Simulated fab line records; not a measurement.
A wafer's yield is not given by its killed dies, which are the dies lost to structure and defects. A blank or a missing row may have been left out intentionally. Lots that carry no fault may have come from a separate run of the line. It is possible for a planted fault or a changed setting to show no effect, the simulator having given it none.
Matching of chambers	flow n5_finfet	3 sister chambers for N5_BEOL_M6_ALD_77 on ald_metal-01
The step deposits TaN, target thk 2 nm, pulse time 2 s, purge time 3 s. 3 wafers are shown with their chamber, then 8 later ones without.

WAFERS WITH THEIR CHAMBER
wafer	chamber	heater_power_w (W)
L083.5	0	398
L083.6	1	386
L087.1	2	504

WAFERS MISSING THEIR CHAMBER
wafer	heater_power_w (W)
L087.5	393
L087.6	378
L089.1	383
L089.4	374
L089.5	395
L094.1	513
L094.5	384
L094.6	400

WHICH CHAMBER EACH ONE RAN IN
wafer	from the rows above	in truth
L087.5	can't be placed: 0 or 1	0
L087.6	can't be placed: 1 or 0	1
L089.1	can't be placed: 1 or 0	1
L089.4	can't be placed: 1 or 0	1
L089.5	can't be placed: 0 or 1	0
L094.1	2	2
L094.5	can't be placed: 1 or 0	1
L094.6	can't be placed: 0 or 1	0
Correct placement for 1 of the 8. These rows do not allow placing 7 (true chamber among the candidates in 7). Wrongly placed: 0.
How it was worked out, from the rows above alone: a wafer's distance from a chamber is the root of the sum, over the readings, of the square of ((its reading less the chamber's mean) divided by the reading's scatter). If the next closest chamber is less than 2 further off than the closest, the wafer can't be placed; otherwise it belongs to the closest. For every chamber, the mean is computed from those of its wafers that are shown. The scatter: with one shown wafer a chamber, the root of the mean of the squares of how far each hidden wafer lies from its nearest shown one.
